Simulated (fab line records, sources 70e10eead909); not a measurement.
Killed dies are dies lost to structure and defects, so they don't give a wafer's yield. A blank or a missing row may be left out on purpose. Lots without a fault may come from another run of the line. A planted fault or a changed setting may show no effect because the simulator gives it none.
A struck lot beside a sound one | flow nand_harc | 17 steps out of a route of 1302
Sound: wafers L341.2, L341.4, L341.6. Struck: wafers L344.1, L344.3, L344.6. The cause comes at the end.
At each step with rows: each side's tool, then ch and its chambers, then its first start. Under that, the readings that differ: sound wafers | struck wafers | difference of the means | sigmas: that difference in standard deviations of wafers without a fault.
alike: readings whose means differ by less than 2 such deviations, and words and numbers that are the same on both sides. not compared: withheld readings, readings that some wafer has no value for, bounds like >300 that may hide the same value, and numbers for which the record gives no deviation and whose values overlap.
The two part at a step that has a row with sigmas, a row that says differs or no value, or rows on one side only. Numbers that don't overlap but have no deviation are shown without sigmas and don't part them. A reading that every wafer of one side lacks parts them only if that side has two wafers or more.

NHARC_P_ZERO_WELL_CD_MEAS_24: target cd 720 nm.
  sound on cd_sem-02 ch 0, day 3 14:29; struck on cd_sem-01 ch 0, day 4 21:01
  alike: cd_nm
then, 1 step without rows for these wafers: NHARC_P_ZERO_WELL_HARDBAKE_25 (time 80 s).
NHARC_P_ZERO_WELL_DESCUM_26: chemistry O2, time 3 s.
  sound on rie_diel-03 ch 2,3, day 3 14:38; struck on rie_diel-03 ch 0,1, day 4 21:10
  alike: drypump_motor_current_A, oes_product_au, rf_vpp_V, showerhead_plenum_p_Torr, throttle_valve_pct
  not compared: rf_hours_counter_h
then, 9 steps without rows for these wafers: NHARC_P_ZERO_WELL_IMPLANT_27; NHARC_P_ZERO_WELL_IMPLANT_57; NHARC_P_ZERO_WELL_IMPLANT_58; NHARC_P_ZERO_WELL_STRIP_28 (strips in SPM, time 840 s); NHARC_P_ZERO_WELL_DEHYDRATE_29 (time 120 s); NHARC_P_ZERO_WELL_HMDS_30 (time 30 s); NHARC_P_ZERO_WELL_COAT_31; NHARC_P_ZERO_WELL_SOFTBAKE_32 (time 95 s); NHARC_P_ZERO_WELL_EBR_33.
NHARC_P_ZERO_WELL_EXPOSE_34: exposes mask P PWELL, target cd 720 nm.
  sound on krf_scanner-04 ch 0, day 3 15:50; struck on krf_scanner-03 ch 0, day 4 22:22
  reading | sound                         | struck                                 | difference | sigmas
  mask    | P_PWELL#0 P_PWELL#0 P_PWELL#0 | P_PWELL_R1#0 P_PWELL_R1#0 P_PWELL_R1#0 | differs    |
then, 2 steps without rows for these wafers: NHARC_P_ZERO_WELL_PEB_35 (peb time 85 s); NHARC_P_ZERO_WELL_DEVELOP_36 (time 70 s).
NHARC_P_ZERO_WELL_CD_MEAS_37: target cd 720 nm.
  sound on cd_sem-01 ch 0, day 3 16:00; struck on cd_sem-01 ch 0
  reading    | sound             | struck            | difference | sigmas
  cd_nm (nm) | 719.2 716.2 716.4 | 741.0 741.3 739.3 | +23.3      | +9
  not compared: hold
-- the record jumps here: 22 days lie between the struck wafers' starts before and after (it left off in module P_ZERO_WELL and takes up again in module END, whose first step shown is number 1302 of the route) --
NHARC_END_SORT_01:
  the record has rows for the struck wafers here (prober-02 ch 0, day 27 05:26) and none for the sound ones

WHERE THEY PART
First at NHARC_P_ZERO_WELL_EXPOSE_34; last, within this record, at NHARC_END_SORT_01.

WHY: what the simulator had put in
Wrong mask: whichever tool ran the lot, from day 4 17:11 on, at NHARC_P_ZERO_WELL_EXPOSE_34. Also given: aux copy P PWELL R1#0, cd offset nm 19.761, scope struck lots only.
